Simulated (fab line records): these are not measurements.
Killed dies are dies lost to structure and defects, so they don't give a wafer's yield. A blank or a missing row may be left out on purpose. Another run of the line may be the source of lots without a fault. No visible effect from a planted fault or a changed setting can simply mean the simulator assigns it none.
Chamber matching	flow nand_harc	NHARC_A_CHANNEL_FILL_D2_ETCHBACK_20 on rie_diel-12: 4 sister chambers
The step etches the open film in C4F8/O2/Ar, target depth 27 nm, time 13.5 s. 4 wafers are shown with their chamber, then 8 later ones without.

== WAFERS PAIRED WITH THEIR CHAMBERS ==
wafer	chamber	rf_vpp_V (V)
L672.5	1	982
L676.1	2	987
L676.5	0	988
L684.4	3	980

== WAFERS WITHOUT THEIR CHAMBER ==
wafer	rf_vpp_V (V)
L684.5	987
L684.6	981
L687.1	988
L687.3	982
L687.4	980
L689.2	989
L689.4	982
L689.5	987

== CHAMBER TAKEN BY EACH ==
wafer	from the rows above	in truth
L684.5	2	2
L684.6	can't be placed: 1 or 3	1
L687.1	0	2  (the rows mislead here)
L687.3	1	1
L687.4	3	3
L689.2	0	0
L689.4	1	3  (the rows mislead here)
L689.5	2	2
Correctly placed: 5 of 8. These rows do not allow placing 1 (true chamber among the candidates in 1). Number placed wrongly: 2.
How it was worked out, from the rows above alone: a wafer's distance from a chamber is the root of the sum, over the readings, of the square of ((its reading less the chamber's mean) divided by the reading's scatter). If the next closest chamber is less than 2 further off than the closest, the wafer can't be placed; otherwise it belongs to the closest. A chamber's mean is the mean of its shown wafers. The scatter: root of mean squared gap, hidden wafer to nearest shown wafer, with one shown wafer a chamber.
